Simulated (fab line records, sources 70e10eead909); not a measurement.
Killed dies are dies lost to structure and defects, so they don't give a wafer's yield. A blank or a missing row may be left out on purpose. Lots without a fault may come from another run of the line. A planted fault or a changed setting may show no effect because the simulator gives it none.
Which tool did it? | flow nand_harc | 6 lots, 18 wafers sampled, at 2 steps of a route of 1159

WHAT THE GAUGES READ, wafer by wafer
NHARC_P_ZERO_WELL_CD_MEAS_11: target cd 500 nm.
lot  | measured    | on        | cd_nm (nm)
L765 | day 1 19:14 | cd_sem-01 | 497.7 501.7 499.9
L769 | day 2 19:14 | cd_sem-03 | 501.4 501.5 499.1
L771 | day 3 07:15 | cd_sem-01 | 497.7 500.5 498.5
L778 | day 5 01:07 | cd_sem-02 | 507.4 500.0 500.6
L780 | day 5 13:15 | cd_sem-01 | 501.6 501.4 513.3
L786 | day 7 01:14 | cd_sem-02 | 500.2 503.2 500.0

WHICH TOOL RAN EACH LOT (tool, then ch and the chambers of the sampled wafers, then the start)
lot  | NHARC_P_ZERO_WELL_EXPOSE_08
L765 | krf_scanner-03 ch 0, day 1 19:05
L769 | krf_scanner-01 ch 0, day 2 19:05
L771 | krf_scanner-03 ch 0, day 3 07:07
L778 | krf_scanner-03 ch 0, day 5 00:58
L780 | krf_scanner-03 ch 0, day 5 13:06
L786 | krf_scanner-02 ch 0, day 7 01:04
- NHARC_P_ZERO_WELL_EXPOSE_08: exposes mask P ZERO, target cd 500 nm.

THE ANSWER, worked out from the rows above alone
Rule: what is usual is taken from the lots themselves. Put in order of their means at a reading, lots are off if they are a third of the lots or fewer, leave a main group of 4 or more, and stand apart from it by a gap of 3 or more times the standard deviation of the main group's means; of several such gaps the widest counts. A main group whose means are all the same, to the digits that the tables above print for the reading, isn't used. A lot without any number at a reading at which 4 lots or more have one is off too. The other lots that the step has rows for count as sound.
No lot is off at any reading shown: from this, nothing can be told.

WHAT THE SIMULATOR HAD PUT IN
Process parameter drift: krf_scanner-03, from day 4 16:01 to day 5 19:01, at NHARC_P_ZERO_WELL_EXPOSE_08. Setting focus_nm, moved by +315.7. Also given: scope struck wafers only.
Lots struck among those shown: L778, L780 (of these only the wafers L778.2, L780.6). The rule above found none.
